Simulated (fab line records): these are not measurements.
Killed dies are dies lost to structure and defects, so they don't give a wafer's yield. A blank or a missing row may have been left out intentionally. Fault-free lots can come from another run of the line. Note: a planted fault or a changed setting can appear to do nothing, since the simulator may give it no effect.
Which of the tools did it?	flow n5Finfet	10 lots, 30 wafers sampled, at 1 step of a route of 1938

== WHAT THE GAUGES READ, wafer by wafer ==
N5_PMOS_HMC_CHANNEL_EPI_THK_MEAS_22.
lot	measured	on	HMC_CMP_THK (nm)
L075	day 2 01:47	filmMetro-02	53.8 52.6 52.9
L077	day 2 13:34	filmMetro-02	52.8 54.2 53.7
L079	day 3 01:29	filmMetro-02	53.0 53.5 53.3
L082	day 3 20:11	filmMetro-01	53.0 54.5 53.5
L084	day 4 08:54	filmMetro-02	54.4 52.8 53.5
L086	day 4 20:05	filmMetro-02	54.7 53.5 54.4
L088	day 5 07:39	filmMetro-01	53.9 54.3 54.2
L092	day 6 07:34	filmMetro-02	53.0 54.3 53.0
L094	day 6 21:25	filmMetro-01	52.7 53.4 52.1
L097	day 7 14:11	filmMetro-02	53.8 52.7 52.9

== WHICH TOOL RAN EACH LOT (tool, then ch and the chambers of the sampled wafers, then the start) ==
Before these readings, the record contains no process step.

== THE ANSWER, worked out from the rows above alone ==
Rule: usual is defined by the lots themselves. The widest of any qualifying gaps counts: lots, ordered by their means at a reading, are off when they make up no more than a third of the lots, leave a main group of 4 or more, and stand apart from it by 3 or more times the standard deviation of that group's means. A main group whose means are all the same, to the digits that the tables above print for the reading, isn't used. Also off: a lot with no number at a reading for which 4 or more lots have one. All remaining lots with rows at the step are treated as sound.
No lot is off at any reading shown: from this, nothing can be told.

== WHAT THE SIMULATOR HAD INSERTED ==
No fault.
